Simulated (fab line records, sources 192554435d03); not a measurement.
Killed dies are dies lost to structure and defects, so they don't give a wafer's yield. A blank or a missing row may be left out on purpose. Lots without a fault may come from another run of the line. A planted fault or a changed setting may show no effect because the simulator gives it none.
A struck lot beside a sound one | flow n5_finfet | 29 steps out of a route of 1938
Sound: wafers L391.1, L391.2, L391.5. Struck: wafer L399.2. (L399.3, L399.4 of the same lot were not struck and are left out.) The cause comes at the end.
At each step with rows: each side's tool, then ch and its chambers, then its first start. Under that, the readings that differ: sound wafers | struck wafers | difference of the means | sigmas: that difference in standard deviations of wafers without a fault.
alike: readings whose means differ by less than 2 such deviations, and words and numbers that are the same on both sides. not compared: withheld readings, readings that some wafer has no value for, bounds like >300 that may hide the same value, and numbers for which the record gives no deviation and whose values overlap.
The two part at a step that has a row with sigmas, a row that says differs or no value, or rows on one side only. Numbers that don't overlap but have no deviation are shown without sigmas and don't part them. A reading that every wafer of one side lacks parts them only if that side has two wafers or more.

first, 9 steps without rows for these wafers: N5_BEOL_M1_COAT_73 (time 60 s, resist thk 5 nm); N5_BEOL_M1_COAT_05 (resist thk 30 nm); N5_BEOL_M1_EBR_07; N5_BEOL_M1_SOFTBAKE_06 (time 60 s); N5_BEOL_M1_EXPOSE_08 (exposes mask M1); N5_BEOL_M1_PEB_09 (peb time 60 s); N5_BEOL_M1_DEVELOP_10 (develop time 30 s); N5_BEOL_M1_DESCUM_16 (chemistry O2, time 7 s); N5_BEOL_M1_ETCH_74 (etches underlayer in N2/H2, target depth 6.5 nm, time 5.2 s).
N5_BEOL_M1_ETCH_63: etches SiARC in CF4, target depth 15.6 nm, time 26 s.
  sound on rie_diel-03 ch 1,3, day 7 08:59; struck on rie_diel-03 ch 0, day 9 14:28
  alike: drypump_motor_current_A, etch_rf_on_time_s, oes_product_au, rf_vpp_V, showerhead_plenum_p_Torr, throttle_valve_pct
  not compared: rf_hours_counter_h
then, 15 steps without rows for these wafers: N5_BEOL_M1_ETCH_64 (etches SOC in N2/H2, target depth 75 nm, overetch 15 nm, time 112.5 s); N5_BEOL_M1_STRIP_65 (strips in N2/H2); N5_BEOL_M1_STRIP_75 (strips in N2/H2); N5_BEOL_M1_STRIP_66 (strips in CF4); N5_BEOL_M1_HM_OPEN_17 (chemistry Cl2/BCl3, target TiN, target depth 20 nm, overetch 6 nm); N5_BEOL_M1_STRIP_19 (strips in O2); N5_BEOL_M1_COAT_67 (time 60 s, resist thk 60 nm); N5_BEOL_M1_COAT_68 (time 60 s, resist thk 12 nm); N5_BEOL_M1_COAT_76 (time 60 s, resist thk 5 nm); N5_BEOL_M1_COAT_22 (resist thk 30 nm); N5_BEOL_M1_EBR_24; N5_BEOL_M1_SOFTBAKE_23 (time 60 s); N5_BEOL_M1_EXPOSE_25 (exposes mask V0, defocus 5 nm, target cd 24 nm); N5_BEOL_M1_PEB_26 (peb time 60 s); N5_BEOL_M1_DEVELOP_27 (develop time 30 s).
N5_BEOL_M1_INSPECT_30: inspects for defects (brightfield).
  sound on defect_inspect-01, day 7 09:57; struck on defect_inspect-02, day 9 15:20
  reading          | sound       | struck | difference | sigmas
  raw_defect_count | 551 395 340 | 1130   | +701       | +7
then, 1 step without rows for these wafers: N5_BEOL_M1_DESCUM_33 (chemistry O2, time 7 s).
-- the record jumps here: 3 days lie between the struck wafers' starts before and after (it left off in module BEOL_M1 and takes up again in module BEOL_M4, whose first step shown is number 1111 of the route) --
N5_BEOL_M4_RC_MEAS_101:
  sound on prober-01 ch 0, day 9 16:26; struck on prober-02 ch 0, day 12 11:02
  reading   | sound                | struck | difference | sigmas
  VT_P (mV) | -254.0 -250.2 -251.2 | -245.7 | +6.1       | +2
  alike: DIBL_N, DIBL_P, IOFF_N, IOFF_P, ION_N, ION_P, SS_N, SS_P, VT_N
-- the record jumps here: 5 days lie between the struck wafers' starts before and after (it left off in module BEOL_M4 and takes up again in module PASSIVATION, whose first step shown is number 1936 of the route) --
N5_PASSIVATION_PROBE_49:
  the record has rows for the struck wafers here (prober-02, day 17 06:49) and none for the sound ones

WHERE THEY PART
First at N5_BEOL_M1_INSPECT_30; last, within this record, at N5_PASSIVATION_PROBE_49.

WHY: what the simulator had put in
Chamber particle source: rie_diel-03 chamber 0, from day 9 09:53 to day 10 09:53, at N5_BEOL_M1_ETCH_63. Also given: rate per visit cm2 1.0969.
